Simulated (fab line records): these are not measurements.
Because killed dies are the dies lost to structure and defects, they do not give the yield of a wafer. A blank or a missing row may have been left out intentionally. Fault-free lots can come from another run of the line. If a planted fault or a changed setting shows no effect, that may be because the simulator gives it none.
What tool caused it? | flow n5-finfet | Sampling: 12 lots, 36 wafers, 6 of 1938 route steps

== WHAT THE GAUGES READ, wafer by wafer ==
N5_GATE_CUT_INSPECT_15: inspects for defects (brightfield).
lot  | measured     | on                | raw-defect-count
L076 | day 4 22:02  | defect-inspect-01 | 71 86 92
L077 | day 5 06:50  | defect-inspect-01 | 130 106 83
L079 | day 6 03:31  | defect-inspect-01 | 144 96 138
L081 | day 6 09:02  | defect-inspect-01 | 96 90 161
L083 | day 6 17:23  | defect-inspect-02 | 132 156 186
L085 | day 7 03:39  | defect-inspect-02 | 83 76 138
L087 | day 7 22:31  | defect-inspect-01 | 132 92 131
L089 | day 8 06:03  | defect-inspect-01 | 177 134 158
L091 | day 8 17:22  | defect-inspect-02 | 77 118 111
L093 | day 9 06:49  | defect-inspect-02 | 212 172 148
L095 | day 9 18:04  | defect-inspect-01 | 179 137 134
L097 | day 10 08:57 | defect-inspect-01 | 118 209 180

== WHAT TOOL EACH LOT RAN ON (gives the tool, then ch and the chambers of the sampled wafers, and finally the start) ==
lot  | N5_HKMG_FIN_PWFM_ALD_03             | N5_HKMG_FIN_ETCH_35               | N5_HKMG_FIN_NWFM_ALD_20            | N5_GATE_CUT_SAC_CAP_01           | N5_GATE_CUT_HM_DEP_46
L076 | ald-metal-01 ch 1,2,3, day 4 12:52  | rie-diel-04 ch 0,1,2, day 4 13:58 | ald-metal-03 ch 0,1,2, day 4 15:38 | ald-sin-04 ch 1,2,3, day 4 18:50 | pecvd-03 ch 0,1,2, day 4 21:29
L077 | ald-metal-01 ch 1,2,3, day 4 21:35  | rie-diel-02 ch 1,2,3, day 4 22:49 | ald-metal-03 ch 0,1, day 5 00:29   | ald-sin-04 ch 0,3, day 5 03:38   | pecvd-03 ch 0,1,2, day 5 06:26
L079 | ald-metal-01 ch 2,3, day 5 18:14    | rie-diel-02 ch 2,3, day 5 19:28   | ald-metal-02 ch 0,3, day 5 21:08   | ald-sin-03 ch 1,2, day 6 00:29   | pecvd-03 ch 0,2, day 6 03:05
L081 | ald-metal-01 ch 1,2,3, day 5 23:28  | rie-diel-04 ch 1,2,3, day 6 00:41 | ald-metal-02 ch 1,2, day 6 02:33   | ald-sin-04 ch 0,3, day 6 05:53   | pecvd-01 ch 0,1,2, day 6 08:29
L083 | ald-metal-03 ch 1,3, day 6 08:23    | rie-diel-01 ch 0,1, day 6 09:29   | ald-metal-02 ch 0,1,3, day 6 11:08 | ald-sin-03 ch 0,3, day 6 14:14   | pecvd-02 ch 0,2, day 6 16:50
L085 | ald-metal-01 ch 0,1,2, day 6 17:21  | rie-diel-04 ch 0,1,3, day 6 18:29 | ald-metal-02 ch 0,1,3, day 6 20:17 | ald-sin-03 ch 0,1,3, day 7 00:37 | pecvd-03 ch 0,1,2, day 7 03:13
L087 | ald-metal-02 ch 0,1,2, day 7 11:47  | rie-diel-01 ch 0,1,2, day 7 12:54 | ald-metal-02 ch 1,3, day 7 14:38   | ald-sin-01 ch 2,3, day 7 18:34   | pecvd-03 ch 1,2, day 7 21:46
L089 | ald-metal-03 ch 0,1,2, day 7 20:47  | rie-diel-02 ch 0,3, day 7 22:01   | ald-metal-03 ch 1,2,3, day 7 23:40 | ald-sin-04 ch 0,1, day 8 02:52   | pecvd-01 ch 0,1,2, day 8 05:28
L091 | ald-metal-01 ch 0,1, day 8 08:20    | rie-diel-01 ch 0,3, day 8 09:26   | ald-metal-02 ch 0,1,2, day 8 11:10 | ald-sin-03 ch 1,2, day 8 14:16   | pecvd-02 ch 0,1, day 8 16:57
L093 | ald-metal-02 ch 0,1, day 8 21:43    | rie-diel-02 ch 2,3, day 8 22:57   | ald-metal-01 ch 0,1, day 9 00:36   | ald-sin-01 ch 0,2,3, day 9 03:41 | pecvd-03 ch 0,2, day 9 06:16
L095 | ald-metal-02 ch 0,2,3, day 9 08:41  | rie-diel-01 ch 0,2,3, day 9 09:55 | ald-metal-02 ch 0,1,3, day 9 11:34 | ald-sin-03 ch 0,2, day 9 14:53   | pecvd-01 ch 0,1, day 9 17:31
L097 | ald-metal-03 ch 0,1,3, day 10 00:04 | rie-diel-04 ch 0,2, day 10 01:10  | ald-metal-01 ch 0,2, day 10 02:49  | ald-sin-01 ch 0,1, day 10 05:53  | pecvd-02 ch 1, day 10 08:30
- N5_HKMG_FIN_PWFM_ALD_03: deposits TiN, target thk 2 nm, pulse time 1 s, purge time 3 s.
- N5_HKMG_FIN_ETCH_35: etches SOC in N2/H2, target depth 215.8 nm, time 243.4 s.
- N5_HKMG_FIN_NWFM_ALD_20: deposits TiAlC, target thk 2 nm, pulse time 3 s, purge time 2 s.
- N5_GATE_CUT_SAC_CAP_01: material SiNx, target thk 24 nm, pulse time 1 s, ald cycles 480.
- N5_GATE_CUT_HM_DEP_46: deposits SiO2 from TEOS/O2, target thk 130 nm, time 26.6 s.

== THE ANSWER, worked out from the rows above alone ==
Rule: usual is defined by the lots themselves. Put in order of their means at a reading, lots are off if they are a third of the lots or fewer, leave a main group of 4 or more, and stand apart from it by a gap of 3 or more times the standard deviation of the main group's means; of several such gaps the widest counts. The tables above print the reading to a certain number of digits; a main group whose means all agree to those digits is not used. Also off: a lot with no number at a reading for which 4 or more lots have one. Any other lot the step has rows for is counted as sound.
No lot is off at any reading shown: from this, nothing can be told.

== WHAT WAS PUT IN BY THE SIMULATOR ==
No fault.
